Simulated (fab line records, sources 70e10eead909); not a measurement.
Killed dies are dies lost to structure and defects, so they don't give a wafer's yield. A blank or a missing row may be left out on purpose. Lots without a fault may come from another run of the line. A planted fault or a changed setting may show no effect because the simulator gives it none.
fab line records | flow nand_harc
record lots=23 wafers=69 last_day=33
route steps=1302 shown A_CONTACT@1084 A_BLC@1121 A_M0@1148
lots that met no fault: from a run of the same line without faults
start_h: hours from the record's first day to the start of the lot's first wafer shown | wait_h: hours since the lot's step before | " the same as in the row above | L1.1+2: a row that stands for several wafers | - no value, or no start given | * or withheld: withheld | < > ~ a bound
route shown NAME@n: a module of which the file shows steps, and the number in the route of the first | usual: mean/standard deviation of fault-free wafers | same: alike in all rows | chamber/n: place in a boat | sites: the reading at each site | _std_site: their standard deviation | _edge_site: outer sites' mean less inner sites' | radius_mm: how far each site lies from the wafer's centre | mask NAME#n: copy n | behind: the tool/chamber that last shaped the wafer | hold: why the lot was held/for how many hours/how that ended | device: the transistor (n, p or np) that didn't switch | end of line: the same wafers' tests at the end of the route | a step without rows: its recipe alone | killed: dies lost to structure and defects at the first sort, not the wafer's yield | map: a wafer's dies, x killed, . not, _ none there
set.NAME: the setting as run; set.NAME@STEP: as run at that earlier step | model.NAME: the simulator's own value behind a step, which no gauge read
steps of the route over a sample of lots; a table a step, a row a wafer
services: from which hour (start_h, from the record's first day; less than 0 if before it) a tool's chamber was out of use, for how many hours, and why
## steps
# step NHARC_A_CONTACT_ETCH_30
# recipe target_depth_a=726 time_s=36.3 cf4_flow_sccm=100 chf3_flow_sccm=30 ar_flow_sccm=0 rf_w=500 bias_w=200 chemistry=CF4/CHF3
# usual chamber_pressure_mTorr=24.999/0.024 drypump_motor_current_A=5.7/0.41 oes_product_au=0.937/0.024 rf_vpp_V=369.8/2 showerhead_plenum_p_Torr=1.55/0.059 throttle_valve_pct=16.803/0.01
# columns lot.wafer tool chamber start_h wait_h chamber_pressure_mTorr drypump_motor_current_A oes_product_au rf_hours_counter_h rf_vpp_V showerhead_plenum_p_Torr throttle_valve_pct
L074.3 rie_diel-03 1 - - 25.007 5.6 0.980 17 371.6 1.60 16.794
L074.4 " 2 " " 24.998 6.0 0.957 20 370.8 1.60 16.804
L074.5 " 3 " " 24.969 5.8 0.959 - 367.9 1.51 16.790
L075.1 rie_diel-03 3 - - 24.988 5.8 0.973 26 368.0 1.51 16.803
L075.4 " 1 " " 24.996 5.6 0.974 20 372.0 1.60 16.800
L075.5 " 0 " " 25.020 6.1 0.944 - 368.8 1.50 16.815
L076.3 rie_diel-12 0 - - 24.999 4.9 0.930 16 368.5 1.51 16.786
L076.1 " 3 " " 24.999 5.9 0.913 15 371.0 1.62 16.821
L076.4 " 0 " " 25.014 4.9 0.918 - 369.1 1.51 16.816
L078.1 rie_diel-12 3 - - 25.025 5.9 0.904 17 372.0 1.62 16.795
L078.4 " 1 " " 25.054 5.9 0.960 15 370.5 1.55 16.814
L078.6 " 3 " " 24.946 5.9 0.917 - 372.8 1.62 16.796
L077.2 rie_diel-06 1 - - 25.016 4.8 0.939 22 369.7 1.52 16.784
L077.4 " 2 " " 25.031 5.7 0.903 19 374.0 1.68 16.790
L077.6 " 1 " " 24.997 4.8 0.948 - 369.8 1.52 16.792
L079.1 rie_diel-03 0 - - 24.993 6.1 0.910 28 366.9 1.50 16.799
L079.2 " 2 " " 25.067 6.0 0.933 33 372.2 1.59 16.803
L079.6 " 0 " " 24.974 6.1 0.920 - 366.5 1.50 16.814
L080.1 rie_diel-06 1 - - 25.000 4.8 0.939 28 368.2 1.52 16.813
L080.2 " 3 " " 25.011 5.4 0.910 26 375.3 1.68 16.787
L080.3 " 0 " " 25.020 5.4 0.910 33 372.4 1.66 16.794
L081.3 rie_diel-12 2 - - 24.987 5.7 0.952 18 366.0 1.47 16.788
L081.1 " 3 " " 24.978 5.9 0.925 20 372.8 1.62 16.811
L081.5 " 3 " " 24.969 5.9 0.925 - 371.9 1.62 16.801
L082.1 rie_diel-12 1 - - 24.975 5.9 0.913 20 369.2 1.55 16.790
L082.3 " 2 " " 25.047 5.7 0.943 20 367.6 1.47 16.809
L082.4 " 0 " " 24.985 4.9 0.912 23 367.2 1.51 16.798
L083.2 rie_diel-12 3 - - 25.008 5.9 0.937 26 371.8 1.62 16.783
L083.4 " 0 " " 24.954 4.9 0.912 26 369.4 1.51 16.782
L083.5 " 0 " " 25.021 4.9 0.920 - 368.3 1.51 16.808
L084.3 rie_diel-03 1 - - 25.007 5.6 0.925 43 370.9 1.59 16.796
L084.1 " 2 " " 24.966 6.1 0.912 57 371.2 1.59 16.816
L084.4 " 3 " " 25.014 5.8 0.902 57 368.2 1.51 16.808
L085.2 rie_diel-03 0 - - 24.960 6.1 0.986 44 368.5 1.50 16.802
L085.3 " 1 " " 25.003 5.6 0.972 44 371.2 1.59 16.779
L085.6 " 3 " " 24.996 5.8 0.967 - 367.8 1.51 16.809
L087.1 rie_diel-12 0 - - 25.025 4.9 0.928 6 369.1 1.51 16.815
L087.4 " 2 " " 25.020 5.7 0.941 6 367.8 1.47 16.792
L087.3 " 3 " " 24.977 5.9 0.924 6 370.9 1.62 16.787
L088.3 rie_diel-03 0 - - 25.022 6.1 0.952 2 366.4 1.50 16.794
L088.4 " 2 " " 25.000 6.1 0.938 - 371.0 1.59 16.799
L088.6 " 3 " " 25.029 5.8 1.007 - 369.6 1.50 16.812
L089.1 rie_diel-03 2 - - 24.988 6.1 0.903 7 371.1 1.58 16.816
L089.2 " 3 " " 25.030 5.9 0.928 7 367.6 1.50 16.793
L089.6 " 0 " " 24.984 6.1 0.934 - 369.0 1.50 16.807
L090.3 rie_diel-12 0 - - 24.965 4.9 0.933 9 367.9 1.51 16.811
L090.4 " 1 " " 25.016 5.9 0.923 9 368.8 1.55 16.809
L090.5 " 0 " " 24.995 4.9 0.937 - 368.8 1.51 16.798
L091.1 rie_diel-03 0 - - 24.945 6.1 0.978 14 368.1 1.49 16.809
L091.2 " 3 " " 25.032 5.8 0.956 13 369.9 1.50 16.809
L091.6 " 0 " " 25.034 6.1 0.973 - 367.7 1.49 16.818
L092.1 rie_diel-12 3 - - 25.046 5.9 0.918 12 371.2 1.62 16.806
L092.2 " 2 " " 25.045 5.7 0.942 12 368.0 1.47 16.812
L092.6 " 3 " " 25.037 5.9 0.920 - 372.8 1.62 16.797
L093.1 rie_diel-03 3 - - 24.989 5.8 0.936 20 367.3 1.50 16.809
L093.5 " 0 " " 25.015 6.1 0.931 - 368.2 1.49 16.786
L093.6 " 1 " " 24.981 5.6 0.916 - 369.5 1.58 16.806
L095.3 rie_diel-12 3 - - 24.992 5.9 0.909 17 372.9 1.62 16.797
L095.1 " 2 " " 24.977 5.7 0.940 18 368.1 1.47 16.820
L095.5 " 0 " " 24.986 4.9 0.940 - 368.5 1.51 16.794
L096.1 rie_diel-06 0 - - 25.004 5.4 0.948 16 373.8 1.65 16.792
L096.4 " 1 " " 24.999 4.9 0.974 16 368.0 1.51 16.801
L096.2 " 2 " " 24.988 5.7 0.973 15 373.3 1.66 16.807
L094.4 rie_diel-03 1 - - 25.022 5.6 0.930 21 371.2 1.58 16.807
L094.1 " 3 " " 24.980 5.8 0.927 30 368.7 1.50 16.809
L094.6 " 2 " " 25.061 6.0 0.911 - 371.6 1.58 16.814
L097.4 rie_diel-12 0 - - 24.985 4.9 0.944 18 368.8 1.51 16.805
L097.1 " 1 " " 24.972 6.0 0.914 20 369.6 1.55 16.800
L097.6 " 3 " " 24.987 5.9 0.930 - 372.6 1.62 16.801
# step NHARC_A_BLC_ETCH_16
# recipe target_depth_a=390 over_etch_frac=0.3 time_s=65 ion_energy_ev=80 cf4_flow_sccm=150 ar_flow_sccm=0 rf_w=300 bias_w=100 chemistry=CF4
# usual chamber_pressure_mTorr=50.00/0.042 drypump_motor_current_A=6.0/0.42 oes_product_au=1.000/0.012 rf_vpp_V=151.4/1.3 showerhead_plenum_p_Torr=1.78/0.078 throttle_valve_pct=13.284/0.009
# columns lot.wafer tool chamber start_h wait_h chamber_pressure_mTorr drypump_motor_current_A oes_product_au rf_hours_counter_h rf_vpp_V showerhead_plenum_p_Torr throttle_valve_pct
L074.3 rie_diel-07 2 527.92 0.1 49.98 5.7 1.008 5 149.7 1.65 13.280
L074.4 " 1 " " 49.95 6.4 0.994 5 151.4 1.77 13.272
L074.5 " 2 " " 50.04 5.7 1.013 - 150.3 1.65 13.274
L075.4 rie_diel-04 0 541.84 0.1 50.07 6.4 1.001 0 151.2 1.86 13.302
L075.1 " 2 " " 49.98 6.5 1.003 0 151.0 1.72 13.285
L075.5 " 0 " " 50.05 6.4 0.991 - 153.2 1.86 13.286
L076.3 rie_diel-04 3 548.20 0.1 50.01 6.0 0.997 1 151.5 1.88 13.270
L076.4 " 1 " " 50.04 5.2 1.019 1 150.3 1.75 13.276
L076.1 " 2 " " 49.99 6.5 1.007 1 150.7 1.72 13.282
L078.4 rie_diel-07 1 553.90 0.1 49.98 6.4 1.010 7 152.1 1.77 13.282
L078.1 " 2 " " 50.09 5.7 1.021 7 149.1 1.65 13.282
L078.6 " 0 " " 49.91 6.1 0.990 - 153.1 1.87 13.291
L077.4 rie_diel-04 2 554.64 0.1 50.05 6.5 0.999 2 149.9 1.72 13.289
L077.2 " 3 " " 50.03 5.9 1.009 2 152.7 1.88 13.283
L077.6 " 0 " " 49.99 6.5 0.988 - 152.7 1.86 13.265
L079.2 rie_diel-07 2 560.11 0.1 50.00 5.7 1.020 8 149.2 1.65 13.294
L079.1 " 3 " " 50.01 6.2 0.991 8 151.5 1.80 13.307
L079.6 " 0 " " 50.00 6.1 0.984 - 152.2 1.87 13.283
L080.3 rie_diel-07 2 576.89 0.1 49.95 5.7 1.013 9 149.3 1.65 13.282
L080.1 " 0 " " 50.01 6.1 0.985 10 150.3 1.87 13.276
L080.2 " 1 " " 50.03 6.4 0.989 9 152.3 1.77 13.300
L081.3 rie_diel-07 1 579.76 0.1 49.95 6.4 0.995 10 151.7 1.77 13.292
L081.1 " 2 " " 50.03 5.7 1.013 9 149.4 1.65 13.280
L081.5 " 1 " " 49.96 6.4 0.989 - 150.8 1.77 13.286
L082.3 rie_diel-07 0 600.94 0.1 49.93 6.2 0.995 12 152.5 1.87 13.292
L082.4 " 1 " " 49.96 6.4 0.990 12 150.3 1.77 13.311
L082.1 " 3 " " 50.01 6.1 0.989 12 151.3 1.80 13.285
L083.4 rie_diel-04 3 623.56 0.1 50.00 5.9 1.017 5 152.1 1.88 13.282
L083.2 " 0 " " 50.06 6.5 0.997 4 151.9 1.85 13.294
L083.5 " 0 " " 50.00 6.4 1.002 - 151.6 1.85 13.269
L084.4 rie_diel-07 1 629.19 0.1 49.98 6.4 1.000 14 151.6 1.77 13.274
L084.3 " 2 " " 50.02 5.7 1.020 14 148.7 1.65 13.279
L084.1 " 0 " " 50.05 6.1 0.985 15 151.7 1.87 13.274
L085.3 rie_diel-04 3 630.73 0.1 50.01 5.9 1.018 6 151.4 1.88 13.285
L085.2 " 1 " " 49.98 5.2 1.014 5 153.1 1.75 13.281
L085.6 " 2 " " 50.00 6.5 1.002 - 150.8 1.72 13.290
L087.3 rie_diel-04 0 657.00 0.1 50.08 6.4 0.996 7 151.9 1.85 13.290
L087.4 " 1 " " 50.07 5.2 1.009 7 150.6 1.75 13.289
L087.1 " 2 " " 50.06 6.5 1.001 7 150.8 1.72 13.278
L088.4 rie_diel-07 2 662.49 0.1 50.02 5.7 1.000 1 149.5 1.65 13.280
L088.3 " 1 " " 50.05 6.4 1.000 1 152.3 1.77 13.297
L088.6 " 2 " " 50.02 5.7 1.003 - 149.3 1.65 13.303
L089.2 rie_diel-04 3 668.71 0.1 49.99 5.9 1.008 9 154.2 1.88 13.277
L089.1 " 1 " " 50.07 5.2 0.990 8 151.0 1.75 13.293
L089.6 " 3 " " 49.96 5.9 1.015 - 152.8 1.88 13.306
L090.4 rie_diel-04 3 670.40 0.1 49.91 5.9 1.011 9 152.3 1.88 13.297
L090.3 " 1 " " 50.01 5.2 1.001 8 150.7 1.75 13.274
L090.5 " 3 " " 49.99 6.0 1.002 - 152.1 1.88 13.279
L091.2 rie_diel-07 2 686.93 0.1 50.01 5.7 0.997 2 150.3 1.65 13.278
L091.1 " 0 " " 49.93 6.1 0.992 2 151.6 1.87 13.293
L091.6 " 3 " " 49.99 6.1 0.965 - 152.0 1.80 13.287
L092.1 rie_diel-04 3 688.20 0.1 50.01 6.0 0.990 10 153.2 1.88 13.286
L092.2 " 0 " " 50.04 6.4 0.987 9 152.5 1.85 13.289
L092.6 " 2 " " 49.94 6.5 0.999 - 150.7 1.72 13.273
L093.1 rie_diel-04 3 702.80 0.1 49.96 5.9 1.011 11 152.6 1.88 13.296
L093.5 " 1 " " 50.03 5.2 1.004 - 151.2 1.75 13.273
L093.6 " 2 " " 49.99 6.5 1.012 - 151.1 1.72 13.280
L095.3 rie_diel-07 3 717.39 0.1 49.93 6.1 0.974 6 151.6 1.79 13.284
L095.1 " 0 " " 49.99 6.2 0.999 6 153.7 1.87 13.275
L095.5 " 3 " " 49.97 6.1 0.976 - 148.7 1.79 13.285
L096.2 rie_diel-07 3 719.04 0.1 50.04 6.1 0.975 6 151.4 1.79 13.284
L096.1 " 1 " " 49.99 6.4 1.005 6 152.4 1.77 13.299
L096.4 " 2 " " 50.09 5.7 0.992 6 148.5 1.65 13.274
L094.1 rie_diel-07 2 731.46 0.1 50.03 5.7 1.002 7 149.9 1.65 13.276
L094.4 " 1 " " 50.01 6.4 1.006 7 152.2 1.77 13.277
L094.6 " 3 " " 49.91 6.1 0.981 - 150.0 1.79 13.287
L097.1 rie_diel-09 1 743.82 0.1 50.04 5.5 1.012 20 150.3 1.66 13.304
L097.4 " 3 " " 49.95 4.9 1.004 14 149.8 1.75 13.279
L097.6 " 1 " " 49.99 5.5 1.000 - 150.7 1.66 13.297
# step NHARC_A_M0_OVL_MEAS_10
# recipe pitch_nm=160
# usual overlay_x_nm=0.1/0.79 overlay_y_nm=-0.3/1.2
# columns lot.wafer tool chamber start_h wait_h overlay_x_nm overlay_y_nm
L074.3 overlay-02 - 531.76 - -1.2 -0.9
L074.4 " - " " -1.1 -0.6
L074.5 " - " " -1.4 -0.6
L075.1 overlay-02 - 545.70 - 0.5 0.5
L075.4 " - " " -0.2 0.0
L075.5 " - " " -0.8 0.2
L076.1 overlay-01 - 552.13 - 1.0 1.5
L076.3 " - " " 0.1 1.5
L076.4 " - " " 0.4 1.1
L078.1 overlay-02 - 557.73 - -1.1 0.0
L078.4 " - " " -1.1 -0.4
L078.6 " - " " -0.9 -0.4
L077.2 overlay-02 - 558.47 - -0.6 -0.9
L077.4 " - " " -0.1 -0.5
L077.6 " - " " 0.1 -1.0
L079.1 overlay-02 - 563.85 - -1.6 -1.2
L079.2 " - " " -1.9 -1.1
L079.6 " - " " -1.2 -0.9
L080.1 overlay-02 - 580.74 - 0.6 -0.4
L080.2 " - " " 1.0 -0.6
L080.3 " - " " 0.9 -0.3
L081.1 overlay-02 - 583.61 - 0.0 0.5
L081.3 " - " " 0.3 0.5
L081.5 " - " " 0.2 0.3
L082.1 overlay-02 - 604.80 - 0.6 0.5
L082.3 " - " " 0.4 0.7
L082.4 " - " " 0.9 0.7
L083.2 overlay-02 - 627.48 - 1.1 -0.7
L083.4 " - " " 0.9 -1.2
L083.5 " - " " 0.7 -1.3
L084.1 overlay-02 - 633.15 - -1.1 -0.9
L084.3 " - " " -1.1 -0.2
L084.4 " - " " -0.8 -0.4
L085.2 overlay-01 - 634.43 - 0.1 0.8
L085.3 " - " " 0.3 0.4
L085.6 " - " " 0.0 0.9
L087.1 overlay-01 - 660.84 - 0.7 0.5
L087.3 " - " " 1.1 0.3
L087.4 " - " " 0.3 0.9
L088.3 overlay-01 - 666.35 - 0.2 -0.3
L088.4 " - " " -0.3 0.4
L088.6 " - " " -0.6 0.6
L089.1 overlay-02 - 672.58 - 0.8 0.3
L089.2 " - " " 0.9 0.5
L089.6 " - " " 0.8 0.3
L090.3 overlay-02 - 674.28 - 0.2 0.0
L090.4 " - " " 0.8 0.4
L090.5 " - " " 0.4 0.3
L091.1 overlay-01 - 690.93 - -0.3 1.9
L091.2 " - " " -0.3 1.7
L091.6 " - " " -0.7 1.2
L092.1 overlay-02 - 692.07 - -0.6 -0.7
L092.2 " - " " -0.5 -0.9
L092.6 " - " " 0.1 -0.4
L093.1 overlay-01 - 706.50 - 0.6 -2.9
L093.5 " - " " 0.9 -2.7
L093.6 " - " " 0.8 -2.5
L095.1 overlay-01 - 721.37 - 0.6 1.7
L095.3 " - " " -0.4 2.3
L095.5 " - " " 0.4 2.1
L096.1 overlay-02 - 722.95 - 1.2 -2.5
L096.2 " - " " 1.0 -3.0
L096.4 " - " " 1.6 -2.0
L094.1 overlay-01 - 735.37 - -0.1 -1.6
L094.4 " - " " 0.3 -1.7
L094.6 " - " " 0.2 -1.2
L097.1 overlay-01 - 747.57 - 0.0 -0.3
L097.4 " - " " 0.8 -0.7
L097.6 " - " " 0.2 -0.9
# step NHARC_A_M0_CD_MEAS_16
# usual cd_nm=80.1/1.1
# columns lot.wafer tool chamber start_h wait_h cd_nm
L074.3 cd_sem-02 - 532.16 - 81.2
L074.4 " - " " 80.0
L074.5 " - " " 79.8
L075.1 cd_sem-01 - 546.11 - 79.3
L075.4 " - " " 80.1
L075.5 " - " " 78.1
L076.1 cd_sem-02 - 552.53 - 80.2
L076.3 " - " " 81.4
L076.4 " - " " 82.4
L078.1 cd_sem-01 - 558.13 - 81.2
L078.4 " - " " 79.4
L078.6 " - " " 80.4
L077.2 cd_sem-03 - 558.87 - 80.2
L077.4 " - " " 79.8
L077.6 " - " " 78.9
L079.1 cd_sem-01 - 564.24 - 80.0
L079.2 " - " " 79.5
L079.6 " - " " 79.4
L080.1 cd_sem-02 - 581.14 - 79.5
L080.2 " - " " 78.6
L080.3 " - " " 80.8
L081.1 cd_sem-02 - 584.00 - 80.8
L081.3 " - " " 80.6
L081.5 " - " " 81.6
L082.1 cd_sem-03 - 605.24 - 80.0
L082.3 " - " " 81.7
L082.4 " - " " 80.0
L083.2 cd_sem-01 - 627.93 - 78.1
L083.4 " - " " 79.1
L083.5 " - " " 80.9
L084.1 cd_sem-01 - 633.55 - 78.8
L084.3 " - " " 79.7
L084.4 " - " " 79.0
L085.2 cd_sem-02 - 634.83 - 80.9
L085.3 " - " " 81.8
L085.6 " - " " 79.7
L087.1 cd_sem-03 - 661.23 - 80.5
L087.3 " - " " 76.9
L087.4 " - " " 80.3
L088.3 cd_sem-02 - 666.75 - 81.7
L088.4 " - " " 78.7
L088.6 " - " " 78.9
L089.1 cd_sem-02 - 673.02 - 80.7
L089.2 " - " " 81.7
L089.6 " - " " 79.5
L090.3 cd_sem-01 - 674.69 - 81.0
L090.4 " - " " 80.4
L090.5 " - " " 82.6
L091.1 cd_sem-03 - 691.32 - 79.2
L091.2 " - " " 79.2
L091.6 " - " " 80.4
L092.1 cd_sem-03 - 692.47 - 79.9
L092.2 " - " " 78.8
L092.6 " - " " 79.7
L093.1 cd_sem-01 - 706.90 - 78.9
L093.5 " - " " 81.4
L093.6 " - " " 80.1
L095.1 cd_sem-03 - 721.82 - 78.3
L095.3 " - " " 81.5
L095.5 " - " " 81.3
L096.1 cd_sem-03 - 723.34 - 79.2
L096.2 " - " " 80.5
L096.4 " - " " 80.2
L094.1 cd_sem-01 - 735.77 - 79.1
L094.4 " - " " 79.7
L094.6 " - " " 79.7
L097.1 cd_sem-02 - 748.01 - 80.7
L097.4 " - " " 81.1
L097.6 " - " " 79.6
# step NHARC_A_M0_STRIP_18
# recipe power_w=1000 n2_flow_sccm=150 h2_flow_sccm=150 ar_flow_sccm=0 bias_w=0 chemistry=N2/H2
# usual chamber_pressure_mTorr=30.003/0.027 drypump_motor_current_A=5.8/0.52 oes_product_au=1.003/0.01 power_w=1000.0/2.8 rf_vpp_V=91.0/1.1 showerhead_plenum_p_Torr=2.08/0.092 throttle_valve_pct=14.173/0.0097
# columns lot.wafer tool chamber start_h wait_h chamber_pressure_mTorr drypump_motor_current_A oes_product_au power_w rf_hours_counter_h rf_vpp_V showerhead_plenum_p_Torr throttle_valve_pct
L074.4 rie_diel-10 0 532.26 0.1 30.017 5.5 1.011 998.6 5.6 91.0 2.15 14.167
L074.3 " 2 " " 30.013 5.6 0.991 1001.0 6.4 89.9 2.16 14.155
L074.5 " 3 " " 30.009 6.2 1.005 997.9 - 89.9 1.96 14.180
L075.4 rie_diel-10 2 546.19 0.1 29.978 5.6 0.987 1003.9 7.3 90.6 2.17 14.177
L075.1 " 0 " " 30.034 5.5 1.016 1000.0 6.9 89.4 2.15 14.181
L075.5 " 2 " " 29.997 5.6 1.008 998.3 - 92.1 2.17 14.170
L076.4 rie_diel-10 1 552.61 0.1 30.005 5.9 1.008 1005.8 7.4 89.6 1.98 14.177
L076.3 " 2 " " 30.045 5.6 0.994 993.8 7.5 92.3 2.17 14.160
L076.1 " 0 " " 30.014 5.5 1.022 1001.7 7.1 90.9 2.15 14.187
L078.4 rie_diel-10 3 558.20 0.1 30.004 6.2 0.982 995.9 7.9 90.3 1.96 14.163
L078.1 " 2 " " 29.989 5.6 0.994 997.6 8.0 92.6 2.16 14.172
L078.6 " 0 " " 30.029 5.5 1.015 1005.5 - 91.9 2.15 14.176
L077.2 rie_diel-10 3 558.99 0.1 29.999 6.2 0.990 1003.8 8.0 91.0 1.96 14.178
L077.4 " 0 " " 30.036 5.5 1.025 998.8 8.0 92.6 2.15 14.159
L077.6 " 1 " " 29.988 5.9 1.000 995.8 - 89.0 1.98 14.179
L079.2 rie_diel-05 3 564.34 0.1 30.049 6.7 1.008 1001.7 8.5 89.7 2.09 14.187
L079.1 " 1 " " 29.962 5.7 1.007 998.6 8.1 91.8 2.13 14.173
L079.6 " 3 " " 29.988 6.8 1.016 999.3 - 91.5 2.09 14.175
L080.2 rie_diel-02 1 581.21 0.1 30.013 4.9 1.010 998.5 0.0 90.1 1.94 14.173
L080.3 " 3 " " 30.012 5.6 0.996 997.1 0.0 89.8 1.98 14.168
L080.1 " 0 " " 30.014 6.7 0.990 1002.1 0.0 90.6 1.96 14.168
L081.1 rie_diel-10 0 584.08 0.1 29.993 5.5 1.019 1000.1 10.1 92.2 2.15 14.186
L081.3 " 2 " " 30.037 5.6 0.991 997.9 9.5 92.4 2.16 14.185
L081.5 " 0 " " 29.989 5.5 1.002 1002.3 - 89.1 2.15 14.178
L082.3 rie_diel-02 0 605.32 0.1 29.971 6.6 0.991 1001.8 2.0 89.6 1.96 14.184
L082.1 " 1 " " 30.058 4.9 0.988 999.1 1.9 91.8 1.93 14.166
L082.4 " 1 " " 30.017 4.9 0.995 998.3 - 90.2 1.93 14.177
L083.2 rie_diel-05 1 628.05 0.1 30.005 5.7 0.994 1001.1 2.2 92.1 2.13 14.180
L083.4 " 2 " " 30.061 6.0 1.009 998.3 2.1 91.8 2.20 14.178
L083.5 " 3 " " 30.014 6.8 1.002 996.9 - 91.0 2.09 14.177
L084.1 rie_diel-02 0 633.65 0.1 29.997 6.6 0.990 1000.8 3.5 88.7 1.96 14.173
L084.3 " 1 " " 30.071 4.9 0.973 1002.0 3.4 88.6 1.93 14.166
L084.4 " 2 " " 29.997 5.8 1.011 1003.7 2.4 92.1 2.17 14.176
L085.2 rie_diel-05 3 634.93 0.1 29.981 6.7 0.996 1001.1 2.5 92.1 2.09 14.166
L085.3 " 0 " " 30.032 5.3 0.990 997.9 2.5 91.3 2.13 14.174
L085.6 " 3 " " 29.999 6.7 1.000 999.8 - 93.2 2.09 14.184
L087.3 rie_diel-05 1 661.31 0.1 29.981 5.7 0.998 999.6 2.5 90.7 2.13 14.160
L087.1 " 3 " " 30.018 6.7 1.016 996.7 3.1 90.4 2.09 14.175
L087.4 " 0 " " 30.024 5.2 1.002 997.3 3.0 92.4 2.13 14.175
L088.3 rie_diel-02 2 666.84 0.1 30.009 5.8 1.012 1000.4 6.3 91.2 2.17 14.170
L088.4 " 0 " " 29.998 6.7 1.003 998.9 7.8 91.2 1.96 14.158
L088.6 " 2 " " 29.996 5.8 1.019 999.8 - 92.1 2.17 14.166
L089.2 rie_diel-02 0 673.09 0.1 29.959 6.6 1.009 997.1 7.9 90.1 1.96 14.184
L089.1 " 3 " " 30.007 5.6 0.998 1001.4 6.6 92.2 1.98 14.176
L089.6 " 0 " " 29.982 6.6 0.996 998.1 - 91.7 1.96 14.165
L090.4 rie_diel-10 3 674.81 0.1 30.058 6.2 0.978 997.1 3.0 90.8 1.96 14.185
L090.3 " 0 " " 29.962 5.5 1.003 1002.2 3.7 91.2 2.15 14.169
L090.5 " 2 " " 30.032 5.6 1.007 1003.2 - 90.8 2.16 14.162
L091.2 rie_diel-05 0 691.43 0.1 29.983 5.3 0.998 1005.0 3.2 91.5 2.13 14.183
L091.1 " 1 " " 30.043 5.7 1.004 1001.0 3.5 92.5 2.13 14.157
L091.6 " 3 " " 29.972 6.8 1.004 992.5 - 89.9 2.09 14.175
L092.2 rie_diel-02 2 692.54 0.1 30.001 5.7 1.009 1000.7 7.4 90.4 2.17 14.178
L092.1 " 0 " " 30.005 6.7 0.989 998.9 8.5 90.1 1.95 14.173
L092.6 " 3 " " 29.998 5.6 0.995 998.9 - 89.6 1.98 14.177
L093.1 rie_diel-05 2 707.03 0.1 30.002 6.0 0.998 998.2 5.1 91.3 2.20 14.183
L093.5 " 0 " " 30.026 5.2 0.991 1000.1 - 90.8 2.13 14.169
L093.6 " 1 " " 30.034 5.7 0.999 1000.2 - 91.0 2.13 14.180
L095.1 rie_diel-05 1 721.92 0.1 29.984 5.7 0.998 1000.0 6.1 90.9 2.13 14.181
L095.3 " 3 " " 30.001 6.8 1.011 997.6 6.1 91.7 2.09 14.170
L095.5 " 1 " " 29.996 5.7 1.005 1002.0 - 90.8 2.13 14.176
L096.4 rie_diel-05 3 723.43 0.1 29.993 6.8 1.001 998.6 6.1 91.9 2.09 14.173
L096.2 " 1 " " 29.943 5.7 1.005 999.6 6.2 93.7 2.13 14.164
L096.1 " 2 " " 30.038 6.0 1.013 1006.9 6.4 91.2 2.20 14.167
L094.1 rie_diel-05 1 735.91 0.1 29.976 5.7 1.009 997.9 6.5 91.3 2.13 14.175
L094.4 " 3 " " 29.978 6.7 0.998 1004.6 - 89.9 2.09 14.166
L094.6 " 1 " " 30.014 5.7 1.000 997.2 - 91.1 2.13 14.153
L097.1 rie_diel-10 1 748.14 0.1 30.002 5.9 1.000 1004.7 7.3 90.1 1.97 14.159
L097.4 " 2 " " 30.001 5.6 1.003 1001.1 7.5 91.4 2.16 14.182
L097.6 " 3 " " 29.967 6.2 1.014 1002.9 - 88.5 1.95 14.170
# step NHARC_A_M0_PVD_21
# recipe target_thk_a=300 chamber_pressure_pa=5 power_w=5000 substrate_temp_c=30 time_s=20.49 material=Cu
# usual throttle_valve_pct=29.7/0.94
# columns lot.wafer tool chamber start_h wait_h throttle_valve_pct
L074.3 pvd_sputter-02 - - - 29.2
L074.4 " - " " 28.7
L074.5 " - " " 28.6
L075.1 pvd_sputter-03 - - - 29.9
L075.4 " - " " 29.4
L075.5 " - " " 30.6
L076.4 pvd_sputter-03 - - - 29.8
L076.1 " - " " 29.7
L076.3 " - " " 29.5
L078.4 pvd_sputter-03 - - - 29.9
L078.1 " - " " 30.0
L078.6 " - " " 29.2
L077.2 pvd_sputter-01 - - - 31.5
L077.4 " - " " 29.8
L077.6 " - " " 29.5
L079.1 pvd_sputter-02 - - - 28.5
L079.2 " - " " 29.3
L079.6 " - " " 28.6
L080.3 pvd_sputter-02 - - - 28.7
L080.2 " - " " 29.2
L080.1 " - " " 28.3
L081.1 pvd_sputter-03 - - - 29.4
L081.3 " - " " 30.2
L081.5 " - " " 29.8
L082.1 pvd_sputter-01 - - - 31.7
L082.3 " - " " 28.1
L082.4 " - " " 29.0
L083.4 pvd_sputter-02 - - - 28.6
L083.2 " - " " 29.3
L083.5 " - " " 30.5
L084.4 pvd_sputter-01 - - - 28.9
L084.1 " - " " 31.6
L084.3 " - " " 28.4
L085.2 pvd_sputter-02 - - - 30.6
L085.3 " - " " 28.6
L085.6 " - " " 28.8
L087.3 pvd_sputter-02 - - - 29.1
L087.4 " - " " 29.9
L087.1 " - " " 28.7
L088.4 pvd_sputter-01 - - - 28.3
L088.3 " - " " 28.9
L088.6 " - " " 30.3
L089.1 pvd_sputter-01 - - - 31.7
L089.2 " - " " 28.5
L089.6 " - " " 31.7
L090.4 pvd_sputter-02 - - - 30.4
L090.3 " - " " 29.0
L090.5 " - " " 28.5
L091.2 pvd_sputter-03 - - - 30.0
L091.1 " - " " 29.0
L091.6 " - " " 30.2
L092.1 pvd_sputter-03 - - - 29.8
L092.2 " - " " 29.8
L092.6 " - " " 30.1
L093.1 pvd_sputter-01 - - - 29.0
L093.5 " - " " 28.3
L093.6 " - " " 29.1
L095.3 pvd_sputter-01 - - - 31.7
L095.1 " - " " 30.5
L095.5 " - " " 31.3
L096.4 pvd_sputter-02 - - - 29.8
L096.1 " - " " 29.1
L096.2 " - " " 29.9
L094.1 pvd_sputter-02 - - - 29.9
L094.4 " - " " 28.7
L094.6 " - " " 30.0
L097.4 pvd_sputter-03 - - - 29.7
L097.1 " - " " 30.8
L097.6 " - " " 30.7
## services
# columns tool chamber start_h hours kind
rie_diel-03 3 499.98 1.6 repair
rie_diel-04 - 531.91 9.0 pm
rie_diel-12 1 533.72 14.0 repair
rie_diel-05 - 537.40 0.3 repair
pvd_sputter-02 - 558.72 4.1 repair
rie_diel-05 - 584.05 9.0 pm
pvd_sputter-02 - 587.54 8.2 repair
rie_diel-04 1 589.22 7.0 repair
rie_diel-03 0 595.85 5.6 repair
rie_diel-04 0 608.27 10.2 repair
rie_diel-12 - 622.40 9.0 pm
rie_diel-07 3 635.06 9.8 repair
rie_diel-03 - 636.50 9.0 pm
pvd_sputter-02 - 642.12 10.0 pm
rie_diel-04 2 643.02 8.9 repair
rie_diel-07 - 648.24 9.0 pm
rie_diel-03 1 650.83 17.3 repair
rie_diel-03 3 654.93 1.4 repair
rie_diel-03 3 696.21 2.9 repair
rie_diel-04 - 708.91 9.0 pm
rie_diel-07 3 733.87 9.2 repair
rie_diel-04 0 741.36 4.0 repair
rie_diel-03 1 741.37 7.7 repair
rie_diel-12 - 741.86 2.0 repair
## key
fault none
